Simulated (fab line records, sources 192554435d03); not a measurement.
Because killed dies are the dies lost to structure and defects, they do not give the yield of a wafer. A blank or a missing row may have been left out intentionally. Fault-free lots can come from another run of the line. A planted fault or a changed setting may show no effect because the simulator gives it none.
What tool caused it? -- flow n5 finfet -- Sampling: 11 lots, 33 wafers, 4 of 1938 route steps

== WHAT THE GAUGES READ, wafer by wafer ==
N5_BEOL_M7_RS_MEAS_57: uses a four-point probe to measure. Usual: M7_RS gives 0.285 ohm/sq (standard deviation 0.0064).
lot,measured,on,M7_RS (ohm/sq),flag
L545,day 12 02:31,film metro-02,0.297 0.289 0.307,
L547,day 12 04:01,film metro-02,0.282 0.280 0.284,
L554,day 13 02:25,film metro-01,0.272 0.280 0.275,
L552,day 13 21:05,film metro-01,0.298 0.291 0.288,
L555,day 14 01:10,film metro-02,0.280 0.290 0.279,
L553,day 14 05:47,film metro-02,0.298 0.284 0.287,
L557,day 15 14:31,film metro-02,0.290 0.275 0.292,
L562,day 16 15:56,film metro-02,0.278 0.279 0.293,
L566,day 17 11:02,film metro-01,0.286 0.289 0.289,
L568,day 17 12:10,film metro-01,0.294 0.293 0.299,
L567,day 17 16:02,film metro-02,0.286 0.277 0.286,

== TOOL THAT RAN EACH LOT (tool first, then ch and the chambers of the sampled wafers, then the start) ==
lot,N5_BEOL_M7_ETCH_41,N5_BEOL_M7_CURE_75,N5_BEOL_M7_SPUTTER_48
L545,"rie diel-06 ch 0,1,2, day 11 23:34 or earlier","uv cure-03 ch 2, day 11 23:34","pvd sputter-03, day 12 01:22"
L547,"rie diel-02 ch 0,2,3, day 12 00:36 or earlier","uv cure-02 ch 2, day 12 00:36","pvd sputter-01, day 12 03:05"
L554,"rie diel-02 ch 0,3, day 12 22:49 or earlier","uv cure-02 ch 1, day 12 22:49","pvd sputter-02, day 13 00:50"
L552,"rie diel-05 ch 0,2,3, day 13 18:34 or earlier","uv cure-03 ch 1, day 13 18:34","pvd sputter-02, day 13 20:08"
L555,"rie diel-02 ch 0,2,3, day 13 21:28 or earlier","uv cure-01 ch 2, day 13 21:28","pvd sputter-02, day 14 00:13"
L553,"rie diel-06 ch 0,3, day 14 03:29 or earlier","uv cure-02 ch 2, day 14 03:29","pvd sputter-03, day 14 04:51"
L557,"rie diel-06 ch 0,2, day 15 10:44 or earlier","uv cure-03 ch 2, day 15 10:44","pvd sputter-02, day 15 13:27"
L562,"rie diel-06 ch 0,1,3, day 16 11:05 or earlier","uv cure-01 ch 2, day 16 11:05","pvd sputter-02, day 16 15:01"
L566,"rie diel-02 ch 2,3, day 17 07:38 or earlier","uv cure-01 ch 2, day 17 07:38","pvd sputter-03, day 17 09:49"
L568,"rie diel-05 ch 2,3, day 17 09:16 or earlier","uv cure-02 ch 1, day 17 09:16","pvd sputter-03, day 17 10:57"
L567,"rie diel-02 ch 0,3, day 17 12:52 or earlier","uv cure-01 ch 0, day 17 12:52","pvd sputter-03, day 17 15:07"
- N5_BEOL_M7_ETCH_41: etches SiCN in CH3F/O2, target depth 31.9 nm, time 57.8 s.
- N5_BEOL_M7_CURE_75: cures SiCOH lowk, time 120 s.
- N5_BEOL_M7_SPUTTER_48: material Cu, target thk 10 nm, time 1.667 s.

== AS READ BY THE TOOLS THEMSELVES (means over the sampled wafers that have a number; for cases with no such wafer, the mark the record gives instead) ==
N5_BEOL_M7_ETCH_41. Usual: drypump motor current A 5.6 A, standard deviation 0.36; oes product au 0.79 a.u., standard deviation 0.09; rf vpp V 296.9 V, standard deviation 1.8; showerhead plenum p Torr 1.98 Torr, standard deviation 0.087; throttle valve pct 16.34 %, standard deviation 0.23.
lot,tool,drypump motor current A (A),oes product au (a.u.),rf vpp V (V),showerhead plenum p Torr (Torr),throttle valve pct (%),flag
L545,rie diel-06,5.9,0.75,296.6,1.91,16.41,
L547,rie diel-02,5.5,0.76,297.4,2.00,16.20,
L554,rie diel-02,5.1,0.76,296.0,1.92,16.29,
L552,rie diel-05,5.6,0.85,297.2,1.98,16.50,
L555,rie diel-02,5.4,0.74,297.7,2.00,16.20,
L553,rie diel-06,5.8,0.68,296.4,1.92,16.68,
L557,rie diel-06,6.0,0.77,297.0,1.97,16.37,
L562,rie diel-06,5.7,0.83,296.1,1.93,16.47,
L566,rie diel-02,5.5,0.74,295.0,1.91,16.30,
L568,rie diel-05,5.4,0.76,296.9,1.95,16.71,
L567,rie diel-02,5.1,0.73,295.0,1.91,16.35,

N5_BEOL_M7_CURE_75. Usual: lamp power pct 52.31 %, standard deviation 0.048; wafer_temp_C_max 371.6, standard deviation 0.72.
lot,tool,lamp power pct (%),wafer_temp_C_max,flag
L545,uv cure-03,52.29,371.2,
L547,uv cure-02,52.27,371.9,
L554,uv cure-02,52.34,373.1,
L552,uv cure-03,52.32,371.0,
L555,uv cure-01,52.30,371.2,
L553,uv cure-02,52.31,371.7,
L557,uv cure-03,52.30,371.3,
L562,uv cure-01,52.32,371.4,
L566,uv cure-01,52.31,371.2,
L568,uv cure-02,52.30,372.4,
L567,uv cure-01,52.36,371.5,

N5_BEOL_M7_SPUTTER_48. Usual: cathode dc power W 25999 W, standard deviation 5; chamber pressure pa 0.13004 Pa, standard deviation 0.00026; throttle valve pct 30.4 %, standard deviation 0.79.
lot,tool,cathode dc power W (W),chamber pressure pa (Pa),throttle valve pct (%),flag
L545,pvd sputter-03,26001,0.12989,30.3,
L547,pvd sputter-01,25996,0.13000,30.5,
L554,pvd sputter-02,26001,0.12988,29.7,
L552,pvd sputter-02,25998,0.13012,30.7,
L555,pvd sputter-02,25999,0.13016,30.4,
L553,pvd sputter-03,25999,0.12992,30.1,
L557,pvd sputter-02,32021,0.13008,30.6,OFF
L562,pvd sputter-02,32032,0.12989,30.8,OFF
L566,pvd sputter-03,25998,0.12974,30.1,
L568,pvd sputter-03,26003,0.13007,30.1,
L567,pvd sputter-03,25998,0.13022,29.9,

== THE ANSWER, worked out from the rows above alone ==
Rule: a lot counts as off when the mean over its wafers that have a number is more than 3 standard deviations away from the usual mean. A lot without any number at a reading at which 4 lots or more have one is off too. All remaining lots with rows at the step are treated as sound. After the gauges, taken in route order, come the tools' own readings; for these a lot's mean is taken, as printed above. The first step at which some lot is off is used, and at that step the reading that is off furthest; a lot without a number counts as furthest.
Off: L557, L562 (N5_BEOL_M7_SPUTTER_48, cathode dc power W).
If a tool, at that step or one of the process steps before it, ran each lot that is off and ran no sound lot following the first of them, it fits. N5_BEOL_M7_ETCH_41: start missing for some lots; hours and lot order therefore follow N5_BEOL_M7_CURE_75. This does not decide it: 2 tools fit, namely rie diel-06 at N5_BEOL_M7_ETCH_41 and pvd sputter-02 at N5_BEOL_M7_SPUTTER_48.

== WHAT THE SIMULATOR PUT IN ==
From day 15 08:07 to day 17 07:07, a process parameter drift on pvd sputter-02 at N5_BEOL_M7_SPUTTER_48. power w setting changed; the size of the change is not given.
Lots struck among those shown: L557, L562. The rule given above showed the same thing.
